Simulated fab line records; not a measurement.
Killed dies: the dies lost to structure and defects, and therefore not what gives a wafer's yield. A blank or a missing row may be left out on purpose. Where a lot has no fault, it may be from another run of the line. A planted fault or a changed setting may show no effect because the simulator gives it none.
fab line records	flow n5-finfet
[record] lots = 9	wafers = 27	last-day = 19
route steps=1938 shown BEOL_M3@966 BEOL_M4@1111 PASSIVATION@1936
lots that met no fault: from a run of the same line without faults
start-h: the number of hours between the record's first day and the start of the first shown wafer of the lot	wait-h: time in hours since the lot's previous step	" same as the row above	L1.1+2: several wafers, shown together as one row	- no value, or no start given	* or withheld: withheld	< > ~ a bound
route shown NAME@n: names a module that has steps shown in the file, with the first one's number in the route	usual: mean and standard deviation over wafers with no fault	same: alike in all rows	chamber/n: place in a boat	sites: readings site by site	_std_site: the values' standard deviation	_edge_site: outer sites' mean less inner sites'	radius-mm: how far each site lies from the wafer's centre	mask NAME#n: copy n	behind: the last tool/chamber to shape the wafer	hold: why the lot was held/for how many hours/how that ended	device: which transistor (n, p or np) failed to switch	end of line: tests of these same wafers at the route's end	a step given without rows: its recipe and nothing more	killed: the dies lost at the first sort to structure and to defects; this is not the yield of the wafer	map: a wafer's dies, marking killed ones x, the rest . and places with no die _
set.NAME: the setting the step ran with; set.NAME@STEP: the setting that earlier step ran with	model.NAME: the simulator's own value behind a step, which no gauge read
one table for each step of the route and one row for each wafer, over a sample of lots
services: when a tool's chamber went out of use (start-h, in hours from the record's first day, below 0 if earlier), for how many hours, and the reason
[[steps]]
[step N5_BEOL_M3_CD_MEAS_28]
[recipe] target-cd-nm = 25.7	landing-energy-ev = 500	detector = se-inlens	target-cd-y-nm = 23.3	polarity = opening
[usual] cd-nm = 25.68/0.21
lot.wafer	tool	chamber	start-h	wait-h	cd-nm
L452.2	cd-sem-01	0	173.82	-	25.48
L452.4	"	0	"	"	25.79
L452.5	"	0	"	"	25.31
L455.1	cd-sem-03	0	177.97	-	26.05
L455.2	"	0	"	"	25.78
L455.6	"	0	"	"	26.17
L454.2	cd-sem-03	0	181.07	-	25.75
L454.3	"	0	"	"	25.65
L454.6	"	0	"	"	25.80
L458.3	cd-sem-02	0	200.71	-	25.40
L458.5	"	0	"	"	25.61
L458.6	"	0	"	"	25.53
L462.4	cd-sem-03	0	227.57	-	25.43
L462.5	"	0	"	"	25.78
L462.6	"	0	"	"	25.55
L464.4	cd-sem-01	0	234.03	-	26.09
L464.5	"	0	"	"	25.81
L464.6	"	0	"	"	25.96
L468.1	cd-sem-01	0	262.97	-	26.02
L468.2	"	0	"	"	25.60
L468.4	"	0	"	"	25.69
L470.3	cd-sem-02	0	279.44	-	25.74
L470.4	"	0	"	"	25.76
L470.6	"	0	"	"	25.69
L472.1	cd-sem-02	0	293.86	-	25.83
L472.4	"	0	"	"	25.82
L472.5	"	0	"	"	25.53
[step N5_BEOL_M3_ETCH_70]
[recipe] chemistry = N2/H2	target = SOC	target-depth-a = 800	overetch-a = 160	mask-material = SiARC	temp-c = 40	time-s = 120	ion-energy-ev = 200	pressure-mtorr = 30	source-w = 840	bias-w = 150	n2-flow-sccm = 200	h2-flow-sccm = 200
[usual] bias-w = 150.0/0.45	chamber-pressure-mTorr = 29.999/0.029	drypump-motor-current-A = 5.8/0.51	oes-product-au = 0.60/0.054	rf-vpp-V = 523.9/2.3	showerhead-plenum-p-Torr = 2.54/0.078	throttle-valve-pct = 17.81/0.25
lot.wafer	tool	chamber	start-h	wait-h	bias-w	chamber-pressure-mTorr	drypump-motor-current-A	oes-product-au	rf-hours-counter-h	rf-vpp-V	showerhead-plenum-p-Torr	throttle-valve-pct
L452.2	rie-diel-01	1	183.98	0.0	149.9	29.980	5.8	0.55	191	521.7	2.43	18.00
L452.4	"	3	"	"	150.0	30.017	6.2	0.67	42	520.9	2.47	17.32
L452.5	"	0	"	"	150.1	30.028	6.0	0.55	-	522.7	2.54	18.01
L455.1	rie-diel-03	1	187.66	0.0	150.2	30.004	5.0	0.61	98	521.8	2.46	18.05
L455.2	"	2	"	"	149.7	29.976	5.1	0.61	92	525.6	2.58	17.84
L455.6	"	2	"	"	150.1	29.963	5.1	0.61	-	524.4	2.58	17.84
L454.2	rie-diel-01	0	188.10	0.0	149.7	30.012	6.1	0.55	176	523.3	2.54	18.02
L454.3	"	3	"	"	150.0	29.950	6.3	0.67	43	522.9	2.47	17.33
L454.6	"	3	"	"	149.9	30.006	6.3	0.67	-	522.5	2.47	17.31
L458.3	rie-diel-01	2	206.00	0.0	150.7	29.942	5.9	0.60	109	526.2	2.66	17.75
L458.5	"	1	"	"	150.2	29.980	5.8	0.55	-	520.0	2.43	18.01
L458.6	"	2	"	"	150.6	29.996	5.9	0.60	-	525.8	2.66	17.76
L462.4	rie-diel-03	2	237.88	0.0	149.9	30.012	5.1	0.60	107	524.5	2.57	17.86
L462.5	"	3	"	"	150.3	29.975	4.7	0.58	-	519.4	2.44	18.01
L462.6	"	0	"	"	149.5	30.014	5.5	0.68	-	525.5	2.60	17.70
L464.4	rie-diel-06	3	238.58	0.0	150.3	29.993	6.0	0.57	165	523.5	2.52	17.69
L464.5	"	1	"	"	148.7	29.975	5.2	0.69	-	525.4	2.60	17.96
L464.6	"	0	"	"	150.1	30.014	6.6	0.68	-	525.4	2.60	17.35
L468.1	rie-diel-06	3	269.81	0.0	149.3	30.030	6.0	0.57	173	525.0	2.52	17.71
L468.2	"	1	"	"	149.5	29.965	5.2	0.67	37	525.5	2.59	17.98
L468.4	"	2	"	"	149.6	29.970	5.9	0.56	182	526.6	2.64	17.84
L470.3	rie-diel-01	3	280.43	0.0	150.7	30.052	6.2	0.64	69	521.8	2.46	17.38
L470.4	"	0	"	"	150.1	29.969	6.0	0.54	202	523.0	2.53	18.05
L470.6	"	2	"	"	149.6	29.964	5.9	0.59	-	527.4	2.65	17.80
L472.1	rie-diel-06	1	305.49	0.0	151.0	30.035	5.2	0.66	50	524.6	2.59	18.01
L472.4	"	2	"	"	150.8	30.101	6.0	0.56	194	526.0	2.63	17.87
L472.5	"	1	"	"	150.3	29.968	5.2	0.65	-	525.4	2.59	18.00
[step N5_BEOL_M3_TRENCH_ETCH_37]
[recipe] chemistry = C4F6/O2	target-depth-a = 555.55	target = SiOC	time-s = 29.2	ion-energy-ev = 250	pressure-mtorr = 30	source-w = 355	bias-w = 185	Ar_flow_sccm = 300	C4F6_flow_sccm = 10	O2_flow_sccm = 10
[usual] C4F6_flow_sccm = 9.998/0.029	O2_flow_sccm = 10.000/0.028	drypump-motor-current-A = 5.8/0.52	oes-product-au = 0.79/0.076	rf-vpp-V = 669/8.8	showerhead-plenum-p-Torr = 2.85/0.088	throttle-valve-pct = 20.85/0.27
lot.wafer	tool	chamber	start-h	wait-h	C4F6_flow_sccm	O2_flow_sccm	drypump-motor-current-A	oes-product-au	rf-hours-counter-h	rf-vpp-V	showerhead-plenum-p-Torr	throttle-valve-pct
L452.2	rie-diel-01	1	184.18	-	10.014	9.992	5.8	0.72	192	667	2.73	21.06
L452.4	"	3	"	"	9.974	9.967	6.2	0.87	42	672	2.77	20.44
L452.5	"	0	"	"	10.026	9.990	6.0	0.70	-	681	2.82	20.98
L455.1	rie-diel-03	1	187.86	-	9.960	10.008	5.0	0.82	98	671	2.75	21.05
L455.2	"	2	"	"	9.972	10.023	5.1	0.79	92	659	2.88	20.80
L455.6	"	2	"	"	9.992	10.047	5.1	0.80	-	658	2.88	20.81
L454.2	rie-diel-01	0	188.30	-	10.003	10.009	6.1	0.70	176	682	2.83	20.98
L454.3	"	3	"	"	9.996	9.931	6.3	0.88	43	672	2.77	20.44
L454.6	"	3	"	"	10.010	9.980	6.3	0.86	-	672	2.77	20.42
L458.3	rie-diel-01	2	206.20	-	10.018	10.041	5.8	0.78	109	677	2.98	20.90
L458.5	"	1	"	"	9.966	10.001	5.8	0.72	-	664	2.73	21.08
L458.6	"	2	"	"	9.978	10.029	5.8	0.77	-	675	2.98	20.91
L462.4	rie-diel-03	2	238.08	-	9.991	10.046	5.1	0.77	107	658	2.87	20.84
L462.5	"	3	"	"	10.021	9.977	4.7	0.75	-	658	2.74	20.93
L462.6	"	0	"	"	10.042	10.062	5.5	0.89	-	684	2.89	20.72
L464.4	rie-diel-06	3	238.78	-	10.030	10.037	6.0	0.74	165	674	2.83	20.73
L464.5	"	1	"	"	9.971	9.984	5.2	0.91	-	654	2.93	21.11
L464.6	"	0	"	"	9.938	9.955	6.7	0.88	-	663	2.88	20.23
L468.1	rie-diel-06	3	270.01	-	-	-	-	-	-	-	-	-
L468.2	"	1	"	"	-	-	-	-	-	-	-	-
L468.4	"	2	"	"	-	-	-	-	-	-	-	-
L470.3	rie-diel-01	0	280.63	-	-	-	-	-	-	-	-	-
L470.4	"	0	"	"	-	-	-	-	-	-	-	-
L470.6	"	3	"	"	-	-	-	-	-	-	-	-
L472.1	rie-diel-06	1	305.69	-	10.041	10.010	5.2	0.86	50	655	2.92	21.13
L472.4	"	2	"	"	10.008	10.015	6.0	0.70	194	673	2.97	21.03
L472.5	"	1	"	"	10.008	9.971	5.2	0.87	-	654	2.92	21.13
[step N5_BEOL_M3_STRIP_97]
[recipe] chemistry = N2/H2	time-s = 10	power-w = 450	temp-c = 40	pressure-mtorr = 20	rf-frequency-hz = 6e+07	bias-power-w = 7	n2-flow-sccm = 200	h2-flow-sccm = 200
[usual] drypump-motor-current-A = 5.8/0.52	oes-product-au = 0.79/0.075	rf-vpp-V = 59.1/1	showerhead-plenum-p-Torr = 2.54/0.078	throttle-valve-pct = 23.62/0.3
lot.wafer	tool	chamber	start-h	wait-h	drypump-motor-current-A	oes-product-au	rf-hours-counter-h	rf-vpp-V	showerhead-plenum-p-Torr	throttle-valve-pct
L452.2	rie-diel-01	1	-	-	5.8	0.71	192	58.1	2.43	23.85
L452.4	"	3	"	"	6.3	0.87	42	58.6	2.46	23.04
L452.5	"	0	"	"	6.1	0.71	-	58.3	2.53	23.78
L455.1	rie-diel-03	1	-	-	5.0	0.83	98	60.2	2.46	23.95
L455.2	"	2	"	"	5.1	0.79	92	59.8	2.58	23.73
L455.6	"	2	"	"	5.1	0.79	-	60.3	2.57	23.73
L454.2	rie-diel-01	0	-	-	6.1	0.71	176	59.3	2.53	23.78
L454.3	"	3	"	"	6.3	0.87	43	58.2	2.46	23.05
L454.6	"	3	"	"	6.2	0.87	-	58.2	2.46	23.05
L458.3	rie-diel-01	2	-	-	5.9	0.77	109	58.7	2.66	23.41
L458.5	"	1	"	"	5.8	0.71	-	57.4	2.43	23.85
L458.6	"	2	"	"	5.9	0.78	-	60.5	2.66	23.41
L462.4	rie-diel-03	2	-	-	5.1	0.77	107	58.4	2.57	23.75
L462.5	"	3	"	"	4.7	0.75	-	58.5	2.44	24.02
L462.6	"	0	"	"	5.5	0.89	-	59.7	2.60	23.49
L464.4	rie-diel-06	3	-	-	6.0	0.74	165	58.8	2.52	23.50
L464.5	"	1	"	"	5.2	0.89	-	61.0	2.59	23.88
L464.6	"	0	"	"	6.6	0.88	-	59.3	2.60	23.19
L468.1	rie-diel-06	3	-	-	6.0	0.74	173	60.3	2.52	23.49
L468.2	"	1	"	"	5.2	0.89	37	58.5	2.59	23.90
L468.4	"	2	"	"	6.0	0.73	182	60.2	2.63	23.60
L470.3	rie-diel-01	0	-	-	6.1	0.69	202	58.7	2.52	23.83
L470.4	"	0	"	"	6.1	0.69	-	57.7	2.52	23.83
L470.6	"	3	"	"	6.3	0.83	-	59.8	2.45	23.08
L472.1	rie-diel-06	1	-	-	5.2	0.86	50	59.1	2.58	23.92
L472.4	"	2	"	"	5.9	0.73	194	59.6	2.63	23.61
L472.5	"	1	"	"	5.2	0.85	-	58.2	2.58	23.92
[step N5_BEOL_M3_OCD_MEAS_38]
[usual] trench-depth-nm = 55.3/1.1
lot.wafer	tool	chamber	start-h	wait-h	trench-depth-nm
L452.2	ocd-02	-	184.33	-	56.0
L452.4	"	-	"	"	55.0
L452.5	"	-	"	"	54.6
L455.1	ocd-01	-	188.01	-	56.5
L455.2	"	-	"	"	55.7
L455.6	"	-	"	"	55.8
L454.2	ocd-01	-	188.45	-	53.9
L454.3	"	-	"	"	55.5
L454.6	"	-	"	"	55.2
L458.3	ocd-02	-	206.36	-	54.5
L458.5	"	-	"	"	56.2
L458.6	"	-	"	"	53.9
L462.4	ocd-01	-	238.24	-	55.2
L462.5	"	-	"	"	55.3
L462.6	"	-	"	"	55.7
L464.4	ocd-02	-	238.95	-	54.9
L464.5	"	-	"	"	57.5
L464.6	"	-	"	"	55.7
L468.1	ocd-01	-	270.16	-	0
L468.2	"	-	"	"	0.4
L468.4	"	-	"	"	0
L470.3	ocd-01	-	280.79	-	0
L470.4	"	-	"	"	0
L470.6	"	-	"	"	0
L472.1	ocd-02	-	305.85	-	56.8
L472.4	"	-	"	"	53.3
L472.5	"	-	"	"	56.8
[step N5_BEOL_M4_RC_MEAS_101]
[usual] DIBL_N = 36.6/1.9	DIBL_P = 36.7/2.2	IOFF_N = 0.16/0.035	IOFF_P = 0.22/0.038	ION_N = 672/14	ION_P = 462/8.3	SS_N = 71.6/0.65	SS_P = 73.5/0.72	VT_N = 250/3.5	VT_P = -250/3.1
lot.wafer	tool	chamber	start-h	wait-h	DIBL_N[mV/V]	DIBL_P[mV/V]	IOFF_N[nA/um]	IOFF_P[nA/um]	ION_N[uA/um]	ION_P[uA/um]	SS_N[mV/dec]	SS_P[mV/dec]	VT_N[mV]	VT_P[mV]
L452.2	prober-02	0	202.64	0.2	37.8	36.2	0.15	0.21	666	459	71.6	72.7	250	-249
L452.4	"	0	"	"	42.0	40.1	0.27	0.27	682	458	73.9	74.7	245	-249
L452.5	"	0	"	"	34.8	33.9	0.13	0.18	680	468	71.1	72.6	252	-251
L455.1	prober-02	0	207.69	0.0	36.5	36.7	0.15	0.19	653	448	71.6	73.3	254	-258
L455.2	"	0	"	"	34.4	34.7	0.12	0.16	667	453	71.0	72.7	254	-257
L455.6	"	0	"	"	33.4	32.6	0.11	0.14	650	442	70.7	71.6	257	-257
L454.2	prober-02	0	213.24	0.2	35.1	35.1	0.14	0.18	679	466	71.7	72.6	252	-252
L454.3	"	0	"	"	36.8	37.9	0.16	0.22	668	460	71.1	74.0	253	-251
L454.6	"	0	"	"	35.6	36.8	0.15	0.21	680	469	70.9	72.8	250	-249
L458.3	prober-01	0	237.16	0.3	35.9	35.8	0.14	0.16	675	454	71.9	73.2	254	-256
L458.5	"	0	"	"	37.0	38.1	0.17	0.21	661	455	71.1	74.0	250	-252
L458.6	"	0	"	"	38.1	38.4	0.18	0.22	685	465	72.2	74.1	250	-254
L462.4	prober-01	0	254.94	0.5	32.7	34.8	0.12	0.18	655	459	70.9	72.7	252	-252
L462.5	"	0	"	"	36.4	38.2	0.18	0.23	670	466	72.2	73.1	249	-249
L462.6	"	0	"	"	33.4	34.6	0.12	0.18	665	460	71.6	72.6	253	-252
L464.4	prober-01	0	272.38	0.5	35.5	35.2	0.13	0.18	650	451	71.8	73.1	252	-251
L464.5	"	0	"	"	33.3	32.9	0.11	0.16	656	459	70.9	72.7	254	-254
L464.6	"	0	"	"	35.3	34.6	0.14	0.18	665	452	71.5	73.1	253	-251
L472.1	prober-02	0	326.31	0.0	38.1	37.1	0.19	0.25	669	458	71.4	73.8	249	-248
L472.4	"	0	"	"	35.2	34.2	0.14	0.19	680	466	71.2	72.6	251	-250
L472.5	"	0	"	"	35.7	34.4	0.14	0.21	678	474	71.6	73.6	249	-248
[step N5_PASSIVATION_PROBE_49]
[usual] defect-limited-yield = 91.6/1.4	killed_at_M0_to_M3 = 35/10	killed_at_M4_up = 13/4.8	killed-at-contacts = 12/7.2	killed-at-front-end = 36/12	killed-at-other = 4/3.1	killed-dies = 100/17	killed-on-rim = 13/4.2	killed-open = 66/13	killed-short = 32/7.3	sort_bin_4_leakage = 0.00/0.0099	sort_bin_5_function = 5.0/0.94	sort_bin_6_memory = 3.1/0.67	sort_bin_8_speed = 0.01/0.047	sort-n-pass = 1080/17	sort-yield-pct = 91.6/1.4
[same] gross-dies = 1180	killed-at-back-side = 0
lot.wafer	tool	chamber	start-h	wait-h	defect-limited-yield[%]	killed_at_M0_to_M3	killed_at_M4_up	killed-at-contacts	killed-at-front-end	killed-at-other	killed-dies	killed-on-rim	killed-open	killed-short	sort_bin_4_leakage[%]	sort_bin_5_function[%]	sort_bin_6_memory[%]	sort_bin_8_speed[%]	sort-n-pass	sort-yield-pct[%]
L454.2	prober-02	-	323.42	0.1	89.7	52	14	11	42	2	121	16	90	30	0	6.8	3.2	0	1059	89.7
L454.3	prober-02	-	323.47	0.1	89.9	59	7	10	41	2	119	14	78	40	0	6.4	3.3	0	1061	89.9
L454.6	prober-02	-	323.62	0.3	91.1	38	12	13	39	3	105	17	71	33	0	5.5	3.1	0	1075	91.1
L458.3	prober-01	-	356.88	0.1	89.7	32	8	16	65	0	121	15	83	37	0	5.8	4.0	0	1059	89.7
L458.5	prober-01	-	356.98	0.2	91.5	20	17	20	39	4	100	14	76	24	0	5.1	3.0	0	1080	91.5
L458.6	prober-01	-	357.03	0.3	91.8	33	19	8	31	6	97	10	68	29	0	5.7	2.5	0	1083	91.8
L462.4	prober-02	-	376.90	0.2	91.6	44	12	7	23	13	99	13	67	32	0	4.7	3.3	0	1081	91.6
L462.5	prober-02	-	376.95	0.2	92.1	36	17	9	24	7	93	13	61	32	0	4.3	3.6	0	1087	92.1
L462.6	prober-02	-	377.00	0.3	90.2	38	17	10	41	10	116	20	78	38	0	6.0	3.6	0	1064	90.2
L464.4	prober-01	-	389.16	0.2	92.3	26	11	15	32	7	91	9	55	36	0	4.1	3.0	0	1089	92.3
L464.5	prober-01	-	389.21	0.2	91.3	47	18	7	24	7	103	6	68	33	0	5.4	3.0	0	1077	91.3
L464.6	prober-01	-	389.26	0.3	91.7	30	15	7	41	5	98	10	66	32	0	5.5	2.6	0	1082	91.7
L468.1	prober-01	-	409.14	0.0	0	1120	11	14	34	1	1180	152	80	40	0	95.5	4.2	0	0	0
L468.2	prober-01	-	409.19	0.1	0	1124	12	13	31	0	1180	152	54	29	0	97.4	2.4	0	0	0
L468.4	prober-01	-	409.29	0.2	0	1107	22	15	35	1	1180	152	94	27	0	95.1	4.5	0	0	0
L470.3	prober-01	-	418.66	0.1	0	1128	16	5	29	2	1180	152	65	28	0	96.8	3.0	0	0	0
L470.4	prober-01	-	418.71	0.2	0	1116	15	8	38	3	1180	152	61	34	0	96.9	2.7	0	0	0
L470.6	prober-01	-	418.81	0.3	0	1124	14	6	34	2	1180	152	56	28	0	96.6	3.1	0	0	0
// killed by level:class
L454.2 BEOL_M3:geometric-particle:open=17 BEOL_M2:geometric-particle:open=13 FIN_SAQP:geometric-particle:open=10 MOL_CONTACT_COAG:geometric-particle:open=8 DUMMY_GATE:geometric-particle:open=6 BEOL_M1:geometric-particle:open=6 BEOL_M4:geometric-particle:open=5 BEOL_M6:geometric-particle:open=5
L454.3 BEOL_M3:geometric-particle:open=17 BEOL_M1:geometric-particle:open=14 FIN_SAQP:geometric-particle:open=8 BEOL_M2:geometric-particle:open=8 STI_FIN_REVEAL:geometric-particle:open=7 GATE_CUT:geometric-particle:short=7 MOL_CONTACT_COAG:geometric-particle:open=7 BEOL_M3:geometric-particle:short=5
L454.6 FIN_SAQP:geometric-particle:open=14 MOL_CONTACT_COAG:geometric-particle:open=9 FIN_SAQP:geometric-particle:short=7 BEOL_M4:geometric-particle:open=7 BEOL_M1:geometric-particle:open=6 BEOL_M2:geometric-particle:open=6 BEOL_M0_SAQP:geometric-particle:open=5 BEOL_M0_SAQP:geometric-particle:short=5
L458.3 STI_FIN_REVEAL:geometric-particle:open=25 MOL_CONTACT_COAG:geometric-particle:open=13 FIN_SAQP:geometric-particle:open=12 BEOL_M0_SAQP:geometric-particle:short=9 BEOL_M0_SAQP:geometric-particle:open=8 BEOL_M3:geometric-particle:open=6 BEOL_M3:geometric-particle:short=6 STARTING-WAFER:geometric-particle:short=5
L458.5 MOL_CONTACT_COAG:geometric-particle:open=16 STI_FIN_REVEAL:geometric-particle:open=13 BEOL_M4:geometric-particle:open=11 FIN_SAQP:geometric-particle:open=7 FIN_SAQP:geometric-particle:short=6 BEOL_M0_SAQP:geometric-particle:open=6 BEOL_M0_SAQP:geometric-particle:short=5 MOL_CONTACT_COAG:geometric-particle:short=4
L458.6 STI_FIN_REVEAL:geometric-particle:open=10 BEOL_M0_SAQP:geometric-particle:short=10 BEOL_M4:geometric-particle:open=10 BEOL_M0_SAQP:geometric-particle:open=9 MOL_CONTACT_COAG:geometric-particle:open=7 FIN_SAQP:geometric-particle:open=5 BEOL_M3:geometric-particle:open=5 ILD0:geometric-particle:short=4
L462.4 BEOL_M0_SAQP:geometric-particle:open=10 BEOL_M3:geometric-particle:open=9 FIN_SAQP:geometric-particle:open=8 BEOL_M2:geometric-particle:open=6 MIM_TOP_ETCH:geometric-particle:open=6 BEOL_M3:geometric-particle:short=5 MOL_CONTACT_COAG:geometric-particle:open=4 BEOL_M0_SAQP:geometric-particle:short=4
L462.5 BEOL_M2:geometric-particle:open=9 BEOL_M3:geometric-particle:open=8 MOL_CONTACT_COAG:geometric-particle:open=7 FIN_SAQP:geometric-particle:open=6 GATE_CUT:geometric-particle:short=5 BEOL_M0_SAQP:geometric-particle:open=5 BEOL_M4:geometric-particle:short=5 BEOL_M5:geometric-particle:open=5
L462.6 FIN_SAQP:geometric-particle:open=13 MOL_CONTACT_COAG:geometric-particle:open=8 BEOL_M3:geometric-particle:open=8 BEOL_M0_SAQP:geometric-particle:short=7 BEOL_M0_SAQP:geometric-particle:open=7 FIN_SAQP:geometric-particle:short=6 STI_FIN_REVEAL:geometric-particle:open=6 BEOL_M5:geometric-particle:open=6
L464.4 MOL_CONTACT_COAG:geometric-particle:open=12 BEOL_M0_SAQP:geometric-particle:short=9 FIN_SAQP:geometric-particle:short=7 GATE_CUT:geometric-particle:open=7 BEOL_M1:geometric-particle:open=6 FIN_SAQP:geometric-particle:open=4 BEOL_M0_SAQP:geometric-particle:open=4 STI_FIN_REVEAL:geometric-particle:open=3
L464.5 BEOL_M0_SAQP:geometric-particle:open=14 BEOL_M0_SAQP:geometric-particle:short=10 FIN_SAQP:geometric-particle:short=8 BEOL_M1:geometric-particle:open=8 MOL_CONTACT_COAG:geometric-particle:open=6 STI_FIN_REVEAL:geometric-particle:open=5 BEOL_M2:geometric-particle:open=5 BEOL_M7:geometric-particle:open=5
L464.6 FIN_SAQP:geometric-particle:open=10 BEOL_M0:geometric-particle:open=8 BEOL_M1:geometric-particle:open=7 MOL_CONTACT_COAG:geometric-particle:open=6 FIN_SAQP:geometric-particle:short=5 GATE_CUT:geometric-particle:open=5 STI_FIN_REVEAL:geometric-particle:open=4 DUMMY_GATE:geometric-particle:open=4
L468.1 BEOL_M3:area-etch=1060 BEOL_M0_SAQP:geometric-particle:open=23 BEOL_M0_SAQP:geometric-particle:short=14 BEOL_M3:geometric-particle:open=11 MOL_CONTACT_COAG:geometric-particle:open=10 STI_FIN_REVEAL:geometric-particle:open=9 BEOL_M3:geometric-particle:short=8 GATE_CUT:geometric-particle:short=5
L468.2 BEOL_M3:area-etch=1095 MOL_CONTACT_COAG:geometric-particle:open=11 STI_FIN_REVEAL:geometric-particle:open=10 BEOL_M0_SAQP:geometric-particle:short=10 BEOL_M0_SAQP:geometric-particle:open=5 BEOL_M3:geometric-particle:open=5 STI_FIN_REVEAL:geometric-particle:short=4 FIN_SAQP:geometric-particle:open=3
L468.4 BEOL_M3:area-etch=1059 STI_FIN_REVEAL:geometric-particle:open=15 BEOL_M4:geometric-particle:open=14 MOL_CONTACT_COAG:geometric-particle:open=13 BEOL_M3:geometric-particle:open=12 BEOL_M0_SAQP:geometric-particle:open=10 BEOL_M0_SAQP:geometric-particle:short=9 BEOL_M1:geometric-particle:open=8
L470.3 BEOL_M3:area-etch=1087 BEOL_M0_SAQP:geometric-particle:open=12 BEOL_M4:geometric-particle:open=9 GATE_CUT:geometric-particle:short=7 BEOL_M0_SAQP:geometric-particle:short=7 BEOL_M1:geometric-particle:open=7 BEOL_M2:geometric-particle:open=6 STI_FIN_REVEAL:geometric-particle:open=5
L470.4 BEOL_M3:area-etch=1084 BEOL_M0_SAQP:geometric-particle:open=8 BEOL_M4:geometric-particle:open=8 FIN_SAQP:geometric-particle:open=7 FIN_SAQP:geometric-particle:short=6 GATE_CUT:geometric-particle:short=6 BEOL_M0_SAQP:geometric-particle:short=5 MOL_CONTACT_COAG:geometric-particle:open=5
L470.6 BEOL_M3:area-etch=1096 STI_FIN_REVEAL:geometric-particle:open=12 BEOL_M1:geometric-particle:open=9 BEOL_M2:geometric-particle:open=7 BEOL_M4:geometric-particle:open=7 MOL_CONTACT_COAG:geometric-particle:open=5 STARTING-WAFER:geometric-particle:short=5 BEOL_M0_SAQP:geometric-particle:short=4
[[services]]
tool	chamber	start-h	hours	kind
rie-diel-01	-	164.46	0.3	repair
rie-diel-06	3	170.12	4.2	repair
rie-diel-06	2	224.10	3.8	repair
rie-diel-03	2	257.70	2.6	repair
rie-diel-03	-	281.46	14.6	pm
[[key]]
[first-sign] step = N5_BEOL_M3_TRENCH_ETCH_37	reading = tool-record	direction = missing
[effect] step = N5_BEOL_M3_OCD_MEAS_38	reading = trench-depth-nm	direction = down	sigmas = 51	usual = 55.3	struck = 0.1
[effect] step = N5_PASSIVATION_PROBE_49	reading = killed_at_M0_to_M3	direction = up	sigmas = 99+	usual = 35	struck = 1120
[more-kills-born-at] N5_BEOL_M3_TRENCH_ETCH_37@rie-diel-01 = 3267	N5_BEOL_M3_TRENCH_ETCH_37@rie-diel-06 = 3214
met-at N5_BEOL_M3_TRENCH_ETCH_37
struck-lots L468,L470
later-rows-left-out L468.1,L468.2,L468.4,L470.3,L470.4,L470.6
not-acting-at N5_BEOL_M3_CD_MEAS_28,N5_BEOL_M3_ETCH_70,N5_BEOL_M3_STRIP_97
onset-between 238.78 270.01
[fault] kind = skipped-step-whole	tool = rie-diel-01,rie-diel-06	chamber = -	onset-h = 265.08	steps = N5_BEOL_M3_TRENCH_ETCH_37	scope = struck-lots-only
// later-rows-left-out: the simulator's readings of these wafers behind a module that went badly wrong aren't trusted and aren't shown, but for the sort
